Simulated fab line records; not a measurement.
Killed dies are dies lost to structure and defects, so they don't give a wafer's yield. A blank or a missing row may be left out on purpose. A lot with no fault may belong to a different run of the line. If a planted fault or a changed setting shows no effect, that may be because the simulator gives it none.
Chamber matching ; flow n5_finfet ; 4 sister chambers for N5_BEOL_M0_SAQP_ETCH_102 on rie_si-02
The step etches SiO2 in CF4, target depth 4 nm, time 4.4 s. 4 wafers are shown with their chamber, then 8 later ones without.

## WAFERS WITH THEIR CHAMBER
wafer;chamber;throttle_valve_pct (%)
L082.5;3;22.11
L093.1;2;22.14
L093.4;1;22.22
L095.2;0;21.47

## WAFERS WITHOUT THEIR CHAMBER
wafer;throttle_valve_pct (%)
L095.4;22.22
L095.6;22.11
L096.1;22.20
L096.2;22.14
L096.3;21.49
L097.1;22.22
L097.2;21.48
L097.5;22.22

## THE CHAMBER EACH PASSED THROUGH
wafer;from the rows above;in truth
L095.4;1;1
L095.6;3;3
L096.1;1;1
L096.2;2;2
L096.3;0;0
L097.1;1;1
L097.2;0;0
L097.5;1;1
Placed correctly: 8 of 8. Left unplaced by these rows: 0. Number placed wrongly: 0.
How it was worked out, from the rows above alone: a wafer's distance from a chamber is the root of the sum, over the readings, of the square of ((its reading less the chamber's mean) divided by the reading's scatter). If the next closest chamber is less than 2 further off than the closest, the wafer can't be placed; otherwise it belongs to the closest. For every chamber, the mean is computed from those of its wafers that are shown. The scatter (one wafer shown for each chamber): square how far every hidden wafer sits from the nearest shown wafer, average those squares and take the square root.
